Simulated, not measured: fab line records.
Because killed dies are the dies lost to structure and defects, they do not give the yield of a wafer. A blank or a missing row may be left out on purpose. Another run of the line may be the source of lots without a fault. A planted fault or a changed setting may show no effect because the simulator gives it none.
Which tool was responsible? | flow n5Finfet | 15 lots with 45 wafers sampled at 5 steps, on a route of 1938 steps

WHAT THE GAUGES READ, wafer by wafer
N5_SD_EPI_P_CD_MEAS_09: the cd target is 240 nm.
lot  | measured    | on       | cdNm (nm)
L603 | day 3 05:34 | cdSem-03 | 240.0 239.3 239.2
L604 | day 3 11:20 | cdSem-02 | 239.6 240.3 239.7
L605 | day 3 20:38 | cdSem-02 | 239.0 238.7 240.9
L607 | day 4 04:20 | cdSem-02 | 239.2 238.5 240.1
L610 | day 5 01:29 | cdSem-01 | 240.3 239.9 240.1
L611 | day 5 07:12 | cdSem-01 | 238.6 238.7 238.6
L612 | day 5 18:57 | cdSem-01 | 239.0 239.5 239.0
L613 | day 5 22:55 | cdSem-01 | 239.1 239.0 239.4
L616 | day 6 13:41 | cdSem-03 | 241.1 241.5 241.9
L617 | day 6 21:39 | cdSem-03 | 239.2 240.4 242.1
L618 | day 6 22:33 | cdSem-03 | 239.0 239.7 239.3
L619 | day 7 11:25 | cdSem-02 | 239.9 240.8 241.0
L621 | day 7 21:25 | cdSem-01 | 239.3 240.0 239.3
L625 | day 8 17:44 | cdSem-02 | 240.4 241.3 241.7
L626 | day 9 00:18 | cdSem-03 | 239.8 239.7 239.1

N5_BEOL_M4_RC_MEAS_101.
lot  | measured     | on        | DIBL_N (mV/V)  | DIBL_P (mV/V)  | IOFF_N (nA/um) | IOFF_P (nA/um) | ION_N (uA/um) | ION_P (uA/um) | SS_N (mV/dec)  | SS_P (mV/dec)  | VT_N (mV)   | VT_P (mV)
L603 | day 8 10:06  | prober-01 | 36.0 37.1 36.7 | 37.1 37.0 36.6 | 0.17 0.18 0.18 | 0.24 0.23 0.23 | 684 682 669   | 471 464 467   | 71.4 71.3 71.6 | 73.4 73.3 73.3 | 249 248 249 | -247 -248 -247
L604 | day 8 07:37  | prober-01 | 36.4 34.2 34.7 | 35.4 31.6 32.5 | 0.16 0.11 0.13 | 0.20 0.16 0.16 | 664 655 662   | 456 455 454   | 71.6 70.5 71.2 | 73.0 72.0 72.5 | 250 256 253 | -251 -256 -257
L605 | day 8 12:48  | prober-01 | 34.3 35.8 36.6 | 33.3 34.4 34.3 | 0.12 0.15 0.15 | 0.16 0.17 0.16 | 668 677 646   | 456 457 440   | 71.9 72.1 72.3 | 72.0 72.7 72.8 | 251 247 252 | -252 -253 -253
L607 | day 9 03:26  | prober-01 | 39.0 39.3 34.0 | 38.2 38.9 32.5 | 0.22 0.23 0.12 | 0.31 0.33 0.20 | 669 663 657   | 465 463 464   | 72.4 72.1 70.2 | 75.0 74.9 72.8 | 244 244 250 | -240 -241 -246
L610 | day 9 17:07  | prober-01 | 35.7 35.9 37.4 | 36.3 36.5 38.2 | 0.16 0.15 0.19 | 0.19 0.20 0.23 | 681 674 689   | 459 467 471   | 71.7 72.2 73.0 | 72.8 74.3 73.7 | 247 252 248 | -252 -252 -251
L611 | day 10 03:45 | prober-01 | 37.8 40.1 37.4 | 37.9 41.5 36.9 | 0.17 0.24 0.17 | 0.24 0.30 0.21 | 666 692 683   | 464 474 464   | 72.3 72.6 72.0 | 73.3 74.2 73.6 | 249 244 252 | -248 -246 -249
L612 | day 10 15:08 | prober-02 | 36.1 35.6 36.9 | 34.8 35.0 34.9 | 0.18 0.16 0.18 | 0.23 0.23 0.23 | 668 691 671   | 458 471 458   | 71.5 71.1 72.4 | 73.4 73.6 73.5 | 247 248 250 | -249 -247 -247
L613 | day 10 21:30 | prober-01 | 37.7 36.0 34.8 | 38.1 35.1 33.7 | 0.19 0.15 0.13 | 0.27 0.21 0.18 | 687 656 678   | 477 455 462   | 71.5 71.8 71.3 | 73.5 72.4 73.1 | 248 249 251 | -244 -249 -249
L619 | day 12 02:13 | prober-01 | 36.8 33.2 35.1 | 35.9 33.4 33.8 | 0.17 0.12 0.14 | 0.19 0.16 0.16 | 682 677 665   | 462 466 451   | 71.5 70.2 71.2 | 73.5 72.4 73.3 | 247 252 254 | -251 -254 -257
L621 | day 12 10:33 | prober-01 | 37.5 34.2 33.3 | 38.7 34.3 33.9 | 0.19 0.12 0.11 | 0.21 0.15 0.14 | 678 670 655   | 456 455 443   | 72.3 71.8 71.4 | 73.8 73.0 72.8 | 251 255 255 | -252 -259 -259
L625 | day 13 17:25 | prober-02 | 34.7 35.7 37.3 | 33.1 35.3 35.7 | 0.14 0.15 0.17 | 0.17 0.20 0.21 | 671 684 665   | 462 465 457   | 71.1 70.8 71.3 | 72.5 73.3 72.6 | 248 247 248 | -253 -252 -250
L626 | day 14 05:07 | prober-02 | 36.1 32.9 36.1 | 37.4 33.9 37.3 | 0.16 0.12 0.16 | 0.21 0.17 0.20 | 685 672 681   | 467 457 460   | 71.8 70.4 71.1 | 73.0 72.3 73.9 | 251 252 249 | -252 -252 -253

WHAT TOOL EACH LOT RAN ON (gives the tool, then ch and the chambers of the sampled wafers, and finally the start)
lot  | N5_SD_EPI_N_LINER_46            | N5_SD_EPI_P_ETCH_36              | N5_ILD0_CMP_03
L603 | aldSin-04 ch 1,2,3, day 3 04:55 | rieDiel-01 ch 0,1,2, day 3 05:41 | cmp-03 ch 0,1,2, day 3 13:13
L604 | aldSin-04 ch 0,1,3, day 3 10:49 | rieDiel-05 ch 0,3, day 3 11:28   | cmp-03 ch 1,2,3, day 3 19:26
L605 | aldSin-04 ch 0,1, day 3 19:59   | rieDiel-06 ch 0,1,3, day 3 20:46 | cmp-02 ch 2,3, day 4 03:38
L607 | aldSin-02 ch 0,2,3, day 4 03:41 | rieDiel-06 ch 1,2,3, day 4 04:28 | cmp-04 ch 0,1,2, day 4 15:28
L610 | aldSin-04 ch 0,1,2, day 5 00:50 | rieDiel-06 ch 1,2,3, day 5 01:36 | cmp-04 ch 1,2, day 5 09:19
L611 | aldSin-04 ch 0,1,3, day 5 06:40 | rieDiel-01 ch 2,3, day 5 07:19   | cmp-03 ch 0,2,3, day 5 15:17
L612 | aldSin-04 ch 0,1, day 5 18:18   | rieDiel-01 ch 0,2,3, day 5 19:17 | cmp-02 ch 2,3, day 6 02:23
L613 | aldSin-04 ch 0,2,3, day 5 22:23 | rieDiel-06 ch 1,2,3, day 5 23:02 | cmp-04 ch 0,1,2, day 6 07:17
L616 | aldSin-02 ch 0,1, day 6 13:09   | rieDiel-05 ch 1,2, day 6 13:48   | cmp-02 ch 0,1,3, day 6 21:35
L617 | aldSin-04 ch 0,1,2, day 6 21:07 | rieDiel-01 ch 0,2,3, day 6 21:46 | cmp-04 ch 0,1,3, day 7 05:38
L618 | aldSin-04 ch 1,2,3, day 6 22:01 | rieDiel-05 ch 0,1,3, day 6 22:40 | cmp-02 ch 0,1,3, day 7 05:44
L619 | aldSin-01 ch 1,2, day 7 10:53   | rieDiel-05 ch 1,2,3, day 7 11:32 | cmp-02 ch 0,1,3, day 7 19:16
L621 | aldSin-04 ch 0,1,3, day 7 20:46 | rieDiel-01 ch 0,1,2, day 7 21:33 | cmp-02 ch 1,2,3, day 8 06:59
L625 | aldSin-02 ch 0,1,3, day 8 17:05 | rieDiel-01 ch 0,2,3, day 8 17:52 | cmp-02 ch 0,1,2, day 9 01:32
L626 | aldSin-04 ch 0,1,2, day 8 23:39 | rieDiel-06 ch 1,3, day 9 00:26   | cmp-03 ch 1,2,3, day 9 08:39
- N5_SD_EPI_N_LINER_46: material SiNx, target thk 3 nm.
- N5_SD_EPI_P_ETCH_36: etches SiARC in CF4, target depth 45.5 nm, time 75.8 s.
- N5_ILD0_CMP_03: polishes, stops on SiNx, t overpolish 1.9 s, target thk 197.38 nm.

AS READ BY THE TOOLS THEMSELVES (means over the sampled wafers that have a number; for cases with no such wafer, the mark the record gives instead)
N5_SD_EPI_N_LINER_46.
lot  | tool      | heaterPowerOuterW (W) | heaterPowerW (W) | susceptorTempC (C)
L603 | aldSin-04 | 569                   | 887              | 400.10
L604 | aldSin-04 | 517                   | 823              | 400.13
L605 | aldSin-04 | 547                   | 828              | 400.06
L607 | aldSin-02 | 527                   | 850              | 400.20
L610 | aldSin-04 | 565                   | 891              | 400.13
L611 | aldSin-04 | 524                   | 823              | 399.92
L612 | aldSin-04 | 524                   | 821              | 400.12
L613 | aldSin-04 | 547                   | 895              | 400.04
L616 | aldSin-02 | 569                   | 850              | 399.74
L617 | aldSin-04 | 560                   | 874              | 399.97
L618 | aldSin-04 | 568                   | 899              | 399.85
L619 | aldSin-01 | 489                   | 780              | 399.92
L621 | aldSin-04 | 518                   | 842              | 400.05
L625 | aldSin-02 | 530                   | 852              | 400.03
L626 | aldSin-04 | 550                   | 850              | 399.98

N5_SD_EPI_P_ETCH_36.
lot  | tool       | drypumpMotorCurrentA (A) | etchRfOnTimeS (s) | oesProductAu (a.u.) | rfVppV (V) | showerheadPlenumPTorr (Torr) | throttleValvePct (%)
L603 | rieDiel-01 | 5.8                      | 76.1              | 0.63                | 183.4      | 2.09                         | 15.71
L604 | rieDiel-05 | 6.2                      | 75.5              | 0.61                | 184.7      | 2.16                         | 15.90
L605 | rieDiel-06 | 5.7                      | 76.1              | 0.65                | 184.1      | 2.14                         | 15.71
L607 | rieDiel-06 | 5.7                      | 74.5              | 0.66                | 183.1      | 2.09                         | 15.70
L610 | rieDiel-06 | 5.7                      | 75.7              | 0.66                | 183.4      | 2.09                         | 15.73
L611 | rieDiel-01 | 5.3                      | 74.7              | 0.61                | 184.2      | 2.14                         | 15.79
L612 | rieDiel-01 | 5.7                      | 75.8              | 0.61                | 182.9      | 2.12                         | 15.75
L613 | rieDiel-06 | 5.7                      | 74.4              | 0.65                | 184.1      | 2.09                         | 15.73
L616 | rieDiel-05 | 6.1                      | 74.0              | 0.62                | 182.8      | 2.07                         | 15.46
L617 | rieDiel-01 | 5.7                      | 73.7              | 0.70                | 183.9      | 2.12                         | 15.61
L618 | rieDiel-05 | 6.2                      | 74.0              | 0.62                | 184.2      | 2.13                         | 15.83
L619 | rieDiel-05 | 6.1                      | 73.8              | 0.62                | 184.1      | 2.13                         | 15.60
L621 | rieDiel-01 | 5.8                      | 76.3              | 0.68                | 183.7      | 2.08                         | 15.62
L625 | rieDiel-01 | 5.7                      | 74.9              | 0.67                | 183.2      | 2.12                         | 15.64
L626 | rieDiel-06 | 5.5                      | 75.5              | 0.62                | 183.6      | 2.12                         | 15.70

N5_ILD0_CMP_03.
lot  | tool   | edgeZonePressureFrac | headPressurePsi (psi) | motorCurrentA (A) | overpolishRunS (s) | timeToEndpointS (s)
L603 | cmp-03 | 1.002                | 4.146                 | 12.3              | 1.893              | 68
L604 | cmp-03 | 0.999                | 4.148                 | 11.7              | 1.899              | 68
L605 | cmp-02 | 1.005                | 4.155                 | 11.9              | 1.894              | 68
L607 | cmp-04 | 1.000                | 4.158                 | 12.5              | 1.897              | 66
L610 | cmp-04 | 1.002                | 4.144                 | 12.6              | 1.900              | 72
L611 | cmp-03 | 0.997                | 4.154                 | 11.6              | 1.899              | 67
L612 | cmp-02 | 1.002                | 4.143                 | 11.3              | 1.899              | 69
L613 | cmp-04 | 1.000                | 4.140                 | 11.8              | 1.906              | 69
L616 | cmp-02 | -                    | -                     | -                 | -                  | -
L617 | cmp-04 | -                    | -                     | -                 | -                  | -
L618 | cmp-02 | -                    | -                     | -                 | -                  | -
L619 | cmp-02 | 1.003                | 4.146                 | 12.2              | 1.896              | 71
L621 | cmp-02 | 1.004                | 4.147                 | 12.0              | 1.892              | 71
L625 | cmp-02 | 0.997                | 4.148                 | 13.4              | 1.909              | 72
L626 | cmp-03 | 0.997                | 4.146                 | 11.7              | 1.896              | 67

THE ANSWER, worked out from the rows above alone
Rule: the lots themselves supply what counts as usual. Put in order of their means at a reading, lots are off if they are a third of the lots or fewer, leave a main group of 4 or more, and stand apart from it by a gap of 3 or more times the standard deviation of the main group's means; of several such gaps the widest counts. Not used: any main group whose means are identical at the precision the tables above print for the reading. A lot without any number at a reading at which 4 lots or more have one is off too. All remaining lots with rows at the step are treated as sound. First the gauges in route order, then the tools' own readings, where a lot's mean is used as printed above. The first step at which some lot is off is used, and at that step the reading that is off furthest; a lot without a number counts as furthest.
Off: L616, L617, L618 (N5_ILD0_CMP_03, edgeZonePressureFrac). Without a number there: L616, L617, L618. For the main group the mean is 1.001 and the standard deviation 0.0027.
If a tool, at that step or one of the process steps before it, ran each lot that is off and ran no sound lot following the first of them, it fits. Not one of the candidates tried fits.

WHAT WAS PUT IN BY THE SIMULATOR
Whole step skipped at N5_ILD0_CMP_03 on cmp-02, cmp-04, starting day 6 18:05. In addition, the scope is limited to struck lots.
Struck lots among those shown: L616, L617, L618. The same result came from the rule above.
